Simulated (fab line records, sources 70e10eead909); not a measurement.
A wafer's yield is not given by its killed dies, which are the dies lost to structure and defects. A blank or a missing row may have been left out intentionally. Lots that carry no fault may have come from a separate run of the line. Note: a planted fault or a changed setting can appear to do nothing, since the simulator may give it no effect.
Which tool did it? -- flow nandHarc -- Sampling: 13 lots, 39 wafers, 4 of 1302 route steps

WHAT THE GAUGES SHOWED, per wafer
The record lacks any reading of a measuring or inspecting step that a usual standard deviation could be used to judge.

TOOL THAT RAN EACH LOT (tool first, then ch and the chambers of the sampled wafers, then the start)
lot,NHARC_A_BONDPAD_PVD_27,NHARC_THIN_TSV_CMP_01,NHARC_THIN_TSV_ETCH_44,NHARC_THIN_TSV_PVD_19
L232,"pvdSputter-01, day 23 17:38 or earlier","cmp-01 ch 0,1, day 23 17:38","rieDiel-03 ch 1,3, day 23 19:12","pvdSputter-03, no start"
L231,"pvdSputter-02, day 24 04:16 or earlier","cmp-02 ch 1,2, day 24 04:16","rieDiel-03 ch 0,3, day 24 05:52","pvdSputter-01, no start"
L233,"pvdSputter-01, day 24 11:10 or earlier","cmp-04 ch 0,3, day 24 11:10","rieDiel-11 ch 0,1,3, day 24 12:51","pvdSputter-03, no start"
L236,"pvdSputter-01, day 25 03:36 or earlier","cmp-02 ch 0,2,3, day 25 03:36","rieDiel-11 ch 0,1,2, day 25 05:13","pvdSputter-03, no start"
L238,"pvdSputter-01, day 26 12:50 or earlier","cmp-02 ch 0,2,3, day 26 12:50","rieDiel-01 ch 1,2, day 26 14:25","pvdSputter-01, no start"
L239,"pvdSputter-01, day 26 20:33 or earlier","cmp-02 ch 2,3, day 26 20:33","rieDiel-01 ch 0,1, day 26 22:16","pvdSputter-01, no start"
L241,"pvdSputter-03, day 28 02:14 or earlier","cmp-02 ch 0,2,3, day 28 02:14","rieDiel-03 ch 1,3, day 28 03:51","pvdSputter-02, no start"
L237,"pvdSputter-02, day 29 03:49 or earlier","cmp-02 ch 0,2,3, day 29 03:49","rieDiel-11 ch 0,1,3, day 29 05:23","pvdSputter-01, no start"
L246,"pvdSputter-03, day 29 06:05 or earlier","cmp-02 ch 1,2,3, day 29 06:05","rieDiel-01 ch 0,2,3, day 29 07:41","pvdSputter-02, no start"
L249,"pvdSputter-02, day 32 01:17 or earlier","cmp-02 ch 0,1,3, day 32 01:17","rieDiel-03 ch 2,3, day 32 02:57","pvdSputter-01, no start"
L251,"pvdSputter-03, day 32 03:35 or earlier","cmp-01 ch 1,2, day 32 03:35","rieDiel-01 ch 1,3, day 32 05:08","pvdSputter-03, no start"
L254,"pvdSputter-01, day 32 11:39 or earlier","cmp-04 ch 0,1,3, day 32 11:39","rieDiel-11 ch 0,1,2, day 32 13:05","pvdSputter-02, no start"
L253,"pvdSputter-03, day 32 12:52 or earlier","cmp-02 ch 0,1, day 32 12:52","rieDiel-01 ch 0,2,3, day 32 14:38","pvdSputter-02, no start"
- NHARC_A_BONDPAD_PVD_27: deposits Cu, target thk 30 nm, time 20.49 s.
- NHARC_THIN_TSV_CMP_01: polishes.
- NHARC_THIN_TSV_ETCH_44: etches the open film in CF4/O2, target depth 1594.2 nm, time 797.1 s.
- NHARC_THIN_TSV_PVD_19: deposits TaN, target thk 20 nm.

AS READ BY THE TOOLS THEMSELVES (means over the sampled wafers that have a number; for cases with no such wafer, the mark the record gives instead)
NHARC_A_BONDPAD_PVD_27.
lot,tool,chamberPressurePa (Pa),throttleValvePct (%)
L232,pvdSputter-01,5.002,30.7
L231,pvdSputter-02,5.003,29.8
L233,pvdSputter-01,5.003,30.3
L236,pvdSputter-01,4.996,30.2
L238,pvdSputter-01,5.002,30.4
L239,pvdSputter-01,4.999,30.2
L241,pvdSputter-03,4.994,30.7
L237,pvdSputter-02,5.005,29.8
L246,pvdSputter-03,5.008,31.1
L249,pvdSputter-02,4.997,31.3
L251,pvdSputter-03,4.998,31.7
L254,pvdSputter-01,5.013,30.1
L253,pvdSputter-03,4.999,29.6

NHARC_THIN_TSV_CMP_01.
lot,tool,motorCurrentA (A)
L232,cmp-01,13.4
L231,cmp-02,12.3
L233,cmp-04,13.6
L236,cmp-02,12.4
L238,cmp-02,12.6
L239,cmp-02,13.4
L241,cmp-02,12.5
L237,cmp-02,12.7
L246,cmp-02,12.4
L249,cmp-02,12.8
L251,cmp-01,13.0
L254,cmp-04,12.4
L253,cmp-02,12.2

NHARC_THIN_TSV_ETCH_44.
lot,tool,biasW (W),drypumpMotorCurrentA (A),oesProductAu (a.u.),rfFwdPowerW (W),rfVppV (V),showerheadPlenumPTorr (Torr),throttleValvePct (%)
L232,rieDiel-03,799.7,5.5,0.988,298.7,795,1.85,16.913
L231,rieDiel-03,799.9,5.5,1.003,299.8,801,1.93,16.906
L233,rieDiel-11,799.5,5.8,1.000,300.0,795,1.84,16.912
L236,rieDiel-11,799.8,6.0,0.998,299.2,792,1.80,16.917
L238,rieDiel-01,800.5,5.8,0.995,299.1,797,1.87,16.911
L239,rieDiel-01,798.8,5.6,1.001,299.6,799,1.89,16.913
L241,rieDiel-03,800.9,5.7,1.005,300.2,799,1.90,16.917
L237,rieDiel-11,798.0,5.8,0.994,299.6,796,1.84,16.911
L246,rieDiel-01,799.6,5.6,0.923,259.7,792,1.79,16.914
L249,rieDiel-03,799.5,5.9,0.995,298.5,799,1.92,16.913
L251,rieDiel-01,801.1,5.8,0.982,299.0,797,1.87,16.919
L254,rieDiel-11,798.1,6.0,0.988,299.5,792,1.80,16.902
L253,rieDiel-01,799.2,5.6,1.011,298.8,792,1.79,16.917

NHARC_THIN_TSV_PVD_19.
lot,tool,chamberPressurePa (Pa),throttleValvePct (%)
L232,pvdSputter-03,4.997,31.6
L231,pvdSputter-01,5.001,30.1
L233,pvdSputter-03,5.006,31.1
L236,pvdSputter-03,4.994,30.6
L238,pvdSputter-01,4.998,30.5
L239,pvdSputter-01,5.008,30.9
L241,pvdSputter-02,5.003,30.7
L237,pvdSputter-01,4.996,30.7
L246,pvdSputter-02,5.004,29.6
L249,pvdSputter-01,5.003,30.0
L251,pvdSputter-03,5.009,31.1
L254,pvdSputter-02,5.006,29.5
L253,pvdSputter-02,5.000,30.4

THE ANSWER, worked out from the rows above alone
Rule: usual is defined by the lots themselves. Put in order of their means at a reading, lots are off if they are a third of the lots or fewer, leave a main group of 4 or more, and stand apart from it by a gap of 3 or more times the standard deviation of the main group's means; of several such gaps the widest counts. A main group whose means are all the same, to the digits that the tables above print for the reading, isn't used. A lot without any number at a reading at which 4 lots or more have one is off too. Where the step has rows for the other lots, those lots are counted as sound. The gauges are gone through in route order, then the tools' own readings, and for those a lot's mean is taken as printed above. At the first step where some lot is off, the reading lying furthest off is the one used; lots without a number count as furthest.
Off: L246, at NHARC_THIN_TSV_ETCH_44 (rfFwdPowerW). For the main group the mean is 299.3 W and the standard deviation 0.51.
A tool fits if, at that step or a process step before it, it ran every lot that is off, and no sound lot after the first of them. NHARC_A_BONDPAD_PVD_27: start missing for some lots; hours and lot order therefore follow NHARC_THIN_TSV_CMP_01. No candidate that was tried fits.

WHAT THE SIMULATOR PUT IN
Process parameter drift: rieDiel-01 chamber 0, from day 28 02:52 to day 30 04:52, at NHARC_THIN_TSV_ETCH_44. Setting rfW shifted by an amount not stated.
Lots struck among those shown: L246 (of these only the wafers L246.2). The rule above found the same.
